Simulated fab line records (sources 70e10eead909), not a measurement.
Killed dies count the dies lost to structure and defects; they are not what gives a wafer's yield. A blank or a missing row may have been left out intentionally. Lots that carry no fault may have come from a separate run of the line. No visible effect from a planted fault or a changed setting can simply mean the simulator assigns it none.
fab line records -- flow nand-harc
record lots=13, wafers=39, last-day=33
route steps=1302 shown THIN_TSV@1270 END@1302
lots that met no fault: from a run of the same line without faults
start-h: the number of hours between the record's first day and the start of the first shown wafer of the lot -- wait-h: time in hours since the lot's previous step -- " same as the row above -- L1.1+2: a single row standing in for several wafers -- - no value, or no start given -- * or withheld: withheld -- < > ~ a bound
route shown NAME@n: names a module that has steps shown in the file, with the first one's number in the route -- usual: mean and standard deviation over wafers with no fault -- same: alike in all rows -- chamber/n: place in a boat -- sites: per-site readings -- _std_site: their standard deviation -- _edge_site: the outer-site mean with the inner-site mean subtracted -- radius-mm: for every site, how far away it sits from the centre of the wafer -- mask NAME#n: copy n -- behind: tool/chamber where the wafer was last shaped -- hold: reason for holding the lot/hours on hold/outcome of the hold -- device: whichever transistor did not switch (one of n, p or np) -- end of line: the same wafers' tests at the end of the route -- a step given without rows: its recipe and nothing more -- killed: at the first sort, the dies lost to defects and structure; wafer yield is something else -- map: the dies of a wafer, with x for killed, . for not killed, _ for no die there
set.NAME: the setting the step ran with; set.NAME@STEP: the setting that earlier step ran with -- model.NAME: the simulator's own value behind a step, which no gauge read
a sample of lots followed through the steps of the route, with each step as a table and each wafer as a row
services: a tool's chamber out of use, with start hour (start-h, from the record's first day; less than 0 if before it), hours out, and reason
## steps
# step NHARC_THIN_TSV_DEGAS_49
# recipe temp-c=300, time-s=120
# usual heater-power-w=476/37
lot.wafer,tool,chamber,start-h,wait-h,heater-power-w
L222.2,pvd-sputter-02,-,565.81,0.2,516
L222.1,pvd-sputter-02,-,565.81,0.2,421
L222.4,pvd-sputter-02,-,565.81,0.2,489
L231.4,pvd-sputter-03,-,651.61,0.1,482
L231.2,pvd-sputter-03,-,651.61,0.1,500
L231.3,pvd-sputter-03,-,651.61,0.1,489
L232.2,pvd-sputter-01,-,662.17,0.1,504
L232.6,pvd-sputter-01,-,662.17,0.1,390
L232.5,pvd-sputter-01,-,662.17,0.1,515
L233.4,pvd-sputter-03,-,672.52,0.1,451
L233.2,pvd-sputter-03,-,672.52,0.1,467
L233.1,pvd-sputter-03,-,672.52,0.1,500
L235.4,pvd-sputter-03,-,674.93,0.1,485
L235.1,pvd-sputter-03,-,674.93,0.1,455
L235.6,pvd-sputter-03,-,674.93,0.1,491
L236.4,pvd-sputter-01,-,702.21,0.1,436
L236.5,pvd-sputter-01,-,702.21,0.1,381
L236.6,pvd-sputter-01,-,702.21,0.1,505
L239.2,pvd-sputter-01,-,722.28,0.1,502
L239.3,pvd-sputter-01,-,722.28,0.1,430
L239.1,pvd-sputter-01,-,722.28,0.1,384
L238.2,pvd-sputter-02,-,723.33,0.1,524
L238.1,pvd-sputter-02,-,723.33,0.1,518
L238.6,pvd-sputter-02,-,723.33,0.1,519
L240.1,pvd-sputter-02,-,737.74,0.1,520
L240.4,pvd-sputter-02,-,737.74,0.1,437
L240.5,pvd-sputter-02,-,737.74,0.1,523
L242.2,pvd-sputter-01,-,758.31,0.2,510
L242.3,pvd-sputter-01,-,758.31,0.2,502
L242.5,pvd-sputter-01,-,758.31,0.2,519
L241.4,pvd-sputter-02,-,764.81,0.1,481
L241.3,pvd-sputter-02,-,764.81,0.1,519
L241.2,pvd-sputter-02,-,764.81,0.1,437
L244.2,pvd-sputter-03,-,767.58,0.1,498
L244.4,pvd-sputter-03,-,767.58,0.1,429
L244.5,pvd-sputter-03,-,767.58,0.1,475
L243.3,pvd-sputter-03,-,769.52,0.1,455
L243.1,pvd-sputter-03,-,769.52,0.1,489
L243.6,pvd-sputter-03,-,769.52,0.1,489
# step NHARC_THIN_TSV_ETCH_59
# recipe target-depth-a=8800, icp-w=900, bias-w=100, Cl2_flow_sccm=60, bcl3-flow-sccm=30, time-s=138.1, chemistry=Cl2/BCl3
# usual drypump-motor-current-A=5.7/0.37, oes-product-au=1.003/0.0099, throttle-valve-pct=22.264/0.0087
lot.wafer,tool,chamber,start-h,wait-h,drypump-motor-current-A,oes-product-au,rf-hours-counter-h,throttle-valve-pct
L222.1,rie-metal-03,0,569.24,0.1,6.2,1.000,0.5,22.249
L222.2,rie-metal-03,1,569.24,0.1,5.0,1.007,0.5,22.267
L222.4,rie-metal-03,1,569.24,0.1,5.0,1.013,-,22.247
L231.2,rie-metal-03,0,655.09,0.1,6.2,1.000,2.1,22.267
L231.3,rie-metal-03,1,655.09,0.1,5.1,1.011,-,22.270
L231.4,rie-metal-03,0,655.09,0.1,6.2,1.004,-,22.258
L232.2,rie-metal-01,0,665.64,0.2,5.7,1.017,-,22.252
L232.5,rie-metal-01,0,665.64,0.2,5.7,1.012,-,22.259
L232.6,rie-metal-01,0,665.64,0.2,5.7,1.017,-,22.264
L233.1,rie-metal-01,0,675.81,0.1,5.7,0.999,1.5,22.262
L233.2,rie-metal-01,0,675.81,0.1,5.7,0.998,-,22.264
L233.4,rie-metal-01,0,675.81,0.1,5.7,0.980,-,22.259
L235.1,rie-metal-02,0,678.21,0.1,5.8,1.001,0.8,22.268
L235.4,rie-metal-02,1,678.21,0.1,5.7,0.980,-,22.266
L235.6,rie-metal-02,0,678.21,0.1,5.8,1.000,-,22.260
L236.4,rie-metal-03,1,705.54,0.1,5.0,1.008,-,22.273
L236.5,rie-metal-03,1,705.54,0.1,5.0,1.011,-,22.267
L236.6,rie-metal-03,0,705.54,0.1,6.2,1.021,-,22.255
L239.1,rie-metal-01,1,725.70,0.1,6.0,1.002,1.5,22.265
L239.2,rie-metal-01,0,725.70,0.1,5.7,1.006,2.4,22.260
L239.3,rie-metal-01,1,725.70,0.1,6.0,0.999,-,22.269
L238.1,rie-metal-02,0,726.75,0.1,5.8,1.010,1.7,22.266
L238.2,rie-metal-02,1,726.75,0.1,5.7,0.998,1.7,22.271
L238.6,rie-metal-02,1,726.75,0.1,5.6,0.991,-,22.263
L240.1,rie-metal-02,0,741.03,0.1,5.8,1.019,2.2,22.272
L240.4,rie-metal-02,0,741.03,0.1,5.8,1.013,-,22.266
L240.5,rie-metal-02,1,741.03,0.1,5.7,0.993,-,22.257
L242.2,rie-metal-01,0,761.69,0.2,5.7,1.005,-,22.282
L242.3,rie-metal-01,0,761.69,0.2,5.7,0.992,-,22.247
L242.5,rie-metal-01,0,761.69,0.2,5.7,1.006,-,22.268
L241.2,rie-metal-01,0,768.14,0.1,5.7,1.005,0.4,22.266
L241.3,rie-metal-01,1,768.14,0.1,6.0,1.017,-,22.258
L241.4,rie-metal-01,0,768.14,0.1,5.7,1.004,-,22.287
L244.2,rie-metal-02,1,771.15,0.1,5.7,0.989,2.9,22.269
L244.4,rie-metal-02,1,771.15,0.1,5.7,1.004,-,22.267
L244.5,rie-metal-02,1,771.15,0.1,5.7,1.002,-,22.273
L243.1,rie-metal-01,1,772.83,0.1,5.9,1.011,0.2,22.245
L243.3,rie-metal-01,0,772.83,0.1,5.7,0.997,-,22.277
L243.6,rie-metal-01,1,772.83,0.1,6.0,1.011,-,22.277
# step NHARC_THIN_TSV_ETCH_36
# recipe target-depth-a=650, over-etch-frac=0.3, time-s=18.571, ion-energy-ev=150, chemistry=Cl2/BCl3
# usual drypump-motor-current-A=5.7/0.36, oes-product-au=1.003/0.0081
# same over-etch-frac=0.3
lot.wafer,tool,chamber,start-h,wait-h,drypump-motor-current-A,oes-product-au,rf-hours-counter-h
L222.1,rie-metal-03,0,569.50,0.2,6.2,0.991,0.7
L222.2,rie-metal-03,1,569.50,0.2,5.0,1.012,0.7
L222.4,rie-metal-03,1,569.50,0.2,5.0,1.010,-
L231.2,rie-metal-03,0,655.33,0.2,6.2,0.983,2.2
L231.4,rie-metal-03,1,655.33,0.2,5.0,1.009,-
L231.3,rie-metal-03,0,655.33,0.2,6.2,0.993,-
L232.2,rie-metal-01,0,666.06,0.4,5.7,1.010,-
L232.5,rie-metal-01,0,666.06,0.4,5.7,1.005,-
L232.6,rie-metal-01,0,666.06,0.4,5.7,1.009,-
L233.1,rie-metal-01,0,676.28,0.4,5.7,0.999,1.8
L233.2,rie-metal-01,0,676.28,0.4,5.7,1.010,-
L233.4,rie-metal-01,0,676.28,0.4,5.7,1.001,-
L235.1,rie-metal-02,0,678.46,0.2,5.8,1.010,0.9
L235.4,rie-metal-02,1,678.46,0.2,5.7,0.993,-
L235.6,rie-metal-02,0,678.46,0.2,5.8,1.004,-
L236.4,rie-metal-03,1,705.75,0.2,5.1,1.013,-
L236.5,rie-metal-03,0,705.75,0.2,6.2,1.001,-
L236.6,rie-metal-03,1,705.75,0.2,5.0,1.007,-
L239.2,rie-metal-01,1,725.96,0.2,6.0,0.998,1.6
L239.1,rie-metal-01,0,725.96,0.2,5.7,1.007,2.6
L239.3,rie-metal-01,0,725.96,0.2,5.7,1.003,-
L238.1,rie-metal-02,0,727.01,0.2,5.8,1.008,1.9
L238.2,rie-metal-02,1,727.01,0.2,5.7,0.982,1.9
L238.6,rie-metal-02,1,727.01,0.2,5.7,0.994,-
L240.1,rie-metal-02,1,741.30,0.2,5.7,0.990,2.3
L240.4,rie-metal-02,0,741.30,0.2,5.8,1.003,-
L240.5,rie-metal-02,1,741.30,0.2,5.7,0.991,-
L242.2,rie-metal-01,0,762.10,0.3,5.7,1.004,-
L242.3,rie-metal-01,0,762.10,0.3,5.7,1.013,-
L242.5,rie-metal-01,0,762.10,0.3,5.7,1.007,-
L241.2,rie-metal-01,1,768.37,0.2,6.0,1.017,0.2
L241.3,rie-metal-01,0,768.37,0.2,5.7,1.003,-
L241.4,rie-metal-01,1,768.37,0.2,6.0,1.005,-
L244.2,rie-metal-02,1,771.41,0.2,5.7,0.992,3.0
L244.4,rie-metal-02,0,771.41,0.2,5.8,0.990,-
L244.5,rie-metal-02,0,771.41,0.2,5.8,1.004,-
L243.1,rie-metal-01,1,773.05,0.2,6.0,1.020,0.4
L243.3,rie-metal-01,1,773.05,0.2,6.0,1.010,-
L243.6,rie-metal-01,1,773.05,0.2,6.0,1.003,-
# step NHARC_THIN_TSV_ANNEAL_58
# recipe temp-c=400, time-s=1800
# usual run-length-s=1817/5.2, spike-tc-bottom-C=426/5.1, spike-tc-lower-C=399.9/1.2
lot.wafer,tool,chamber,start-h,wait-h,run-length-s,spike-tc-bottom-C,spike-tc-lower-C
L222.1,furnace-04,0,572.37,2.0,1831,422,399.2
L222.2,furnace-04,0,572.37,2.0,1831,422,399.5
L222.4,furnace-04,0,572.37,2.0,1831,423,401.1
L231.2,furnace-04,0,658.15,1.9,1821,422,399.2
L231.3,furnace-04,0,658.15,1.9,1821,425,399.4
L231.4,furnace-04,0,658.15,1.9,1821,425,400.4
L232.2,furnace-02,-,670.06,3.1,-,-,-
L232.5,furnace-02,-,670.06,3.1,-,-,-
L232.6,furnace-02,-,670.06,3.1,-,-,-
L233.1,furnace-08,-,681.63,4.4,-,-,-
L233.2,furnace-08,-,681.63,4.4,-,-,-
L233.4,furnace-08,-,681.63,4.4,-,-,-
L235.1,furnace-08,0,681.63,2.3,1811,431,398.8
L235.4,furnace-08,0,681.63,2.3,1811,431,398.6
L235.6,furnace-08,0,681.63,2.3,1811,433,398.9
L236.4,furnace-08,0,708.75,2.1,1816,434,400.3
L236.5,furnace-08,0,708.75,2.1,1816,431,397.6
L236.6,furnace-08,0,708.75,2.1,1816,431,400.2
L238.1,furnace-08,0,731.49,3.6,1811,433,399.3
L238.2,furnace-08,0,731.49,3.6,1811,430,400.9
L238.6,furnace-08,0,731.49,3.6,1811,430,399.9
L239.1,furnace-08,0,731.49,4.6,1810,431,399.5
L239.2,furnace-08,0,731.49,4.6,1810,433,400.2
L239.3,furnace-08,0,731.49,4.6,1810,433,400.0
L240.1,furnace-08,0,748.58,6.4,1821,433,398.4
L240.4,furnace-08,0,748.58,6.4,1821,433,397.8
L240.5,furnace-08,0,748.58,6.4,1821,434,399.4
L242.2,furnace-02,0,766.25,3.2,1816,422,401.3
L242.3,furnace-02,0,766.25,3.2,1816,421,400.3
L242.5,furnace-02,0,766.25,3.2,1816,423,401.7
L241.2,furnace-02,0,774.53,5.3,1815,422,400.7
L241.3,furnace-02,0,774.53,5.3,1815,421,402.0
L241.4,furnace-02,0,774.53,5.3,1815,421,400.6
L243.1,furnace-02,0,774.53,0.6,1813,421,399.6
L243.3,furnace-02,0,774.53,0.6,1813,422,402.4
L243.6,furnace-02,0,774.53,0.6,1813,421,400.1
L244.2,furnace-02,0,774.53,2.2,1815,422,401.3
L244.4,furnace-02,0,774.53,2.2,1815,423,402.1
L244.5,furnace-02,0,774.53,2.2,1815,422,402.1
# step NHARC_END_SORT_01
# recipe temp-c=25
# usual defect-limited-yield=89.9/2.7, killed-at-array=64/18, killed-at-other=0.8/1.1, killed-at-periphery=3.8/2.7, killed-dies=68/18, killed-open=3.3/1.9, killed-short=2.3/1.8
# same gross-dies=677
lot.wafer,tool,chamber,start-h,wait-h,defect-limited-yield[%],killed-at-array,killed-at-other,killed-at-periphery,killed-dies,killed-open,killed-short
L235.1,prober-01,0,693.98,2.6,91.9,51,0,4,55,3,7
L235.4,prober-01,0,696.40,3.4,93.2,42,1,3,46,1,2
L235.6,prober-01,0,698.01,4.0,91.9,52,0,3,55,3,2
L236.4,prober-02,0,715.63,3.4,90.5,61,1,2,64,2,3
L236.5,prober-02,0,716.44,3.7,93.2,44,0,2,46,5,1
L236.6,prober-02,0,717.24,4.0,92.8,47,1,1,49,3,4
# killed by level:class
L235.1 A_SLIT:chamber-film-flake=31 A_CHANNEL_HOLE_D1:chamber-film-flake=6 A_CONTACT:chamber-film-flake=3 A_CHANNEL_FILL_D1:geometric-particle:short=2 P_CONTACT:chamber-film-flake=2 P_M1:chamber-film-flake=2 A_SOURCE_PLATE:geometric-particle:short=1 A_ONON_D1:geometric-particle:short=1
L235.4 A_SLIT:chamber-film-flake=31 A_CHANNEL_HOLE_D1:chamber-film-flake=6 A_WL_FILL:geometric-particle:short=2 A_M1:geometric-particle:open=1 P_ZERO_WELL:chamber-film-flake=1 P_STI:chamber-film-flake=1 P_CONTACT:chamber-film-flake=1 A_ZERO_WELL:chamber-film-flake=1
L235.6 A_SLIT:chamber-film-flake=36 A_CHANNEL_HOLE_D1:chamber-film-flake=8 A_CONTACT:chamber-film-flake=3 P_CONTACT:chamber-film-flake=2 P_GATE:geometric-particle:open=1 A_CHANNEL_FILL_D1:geometric-particle:open=1 A_DECK1_JOINT:geometric-particle:short=1 A_WL_FILL:geometric-particle:short=1
L236.4 A_CHANNEL_HOLE_D2:chamber-film-flake=19 A_CHANNEL_HOLE_D1:chamber-film-flake=11 A_SLIT:chamber-film-flake=9 A_CHANNEL_FILL_D1:chamber-film-flake=4 A_DECK1_JOINT:chamber-film-flake=4 A_CONTACT:chamber-film-flake=4 A_CHANNEL_FILL_D2:chamber-film-flake=2 A_WL_FILL:chamber-film-flake=2
L236.5 A_CHANNEL_HOLE_D2:chamber-film-flake=26 A_CONTACT:chamber-film-flake=5 A_SLIT:chamber-film-flake=3 A_CHANNEL_FILL_D2:geometric-particle:open=2 P_M2:geometric-particle:short=1 A_CHANNEL_FILL_D1:geometric-particle:open=1 A_DECK1_JOINT:geometric-particle:open=1 A_M0:geometric-particle:open=1
L236.6 A_CHANNEL_HOLE_D2:chamber-film-flake=25 A_CHANNEL_HOLE_D1:chamber-film-flake=6 A_CHANNEL_FILL_D1:chamber-film-flake=3 A_SLIT:chamber-film-flake=3 A_CONTACT:chamber-film-flake=2 A_WL_FILL:chamber-film-flake=2 P_CONTACT:geometric-particle:open=1 A_CHANNEL_HOLE_D1:geometric-particle:short=1
## services
tool,chamber,start-h,hours,kind
furnace-02,-,569.14,26.0,pm
rie-metal-01,-,575.00,9.0,pm
rie-metal-01,0,575.00,9.0,vent-cycle
rie-metal-01,1,575.00,9.0,vent-cycle
pvd-sputter-01,-,582.04,10.0,pm
rie-metal-01,0,584.00,-,clean
rie-metal-01,1,584.00,-,clean
rie-metal-02,-,631.00,9.0,pm
rie-metal-02,0,631.00,9.0,vent-cycle
rie-metal-02,1,631.00,9.0,vent-cycle
pvd-sputter-02,-,638.20,10.0,pm
rie-metal-03,1,642.96,4.0,repair
rie-metal-01,1,656.57,35.0,repair
pvd-sputter-01,-,684.99,8.9,repair
rie-metal-03,-,688.71,0.2,repair
rie-metal-03,-,696.00,9.0,pm
pvd-sputter-03,-,704.00,10.0,pm
furnace-08,-,719.08,3.8,repair
furnace-04,-,739.56,38.7,repair
rie-metal-01,-,752.00,9.0,pm
rie-metal-01,0,752.00,9.0,vent-cycle
rie-metal-01,1,752.00,11.8,vent-cycle
pvd-sputter-01,-,760.04,10.0,pm
rie-metal-01,0,761.00,-,clean
## key
first-sign step=NHARC_THIN_TSV_ANNEAL_58, reading=tool-record, direction=missing
effect none on later readings
met-at NHARC_THIN_TSV_ANNEAL_58
struck-lots L232,L233
not-acting-at NHARC_THIN_TSV_DEGAS_49,NHARC_THIN_TSV_ETCH_59,NHARC_THIN_TSV_ETCH_36
fault kind=skipped-step-whole, tool=furnace-02,furnace-08, chamber=-, onset-h=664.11, steps=NHARC_THIN_TSV_ANNEAL_58, scope=struck-lots-only
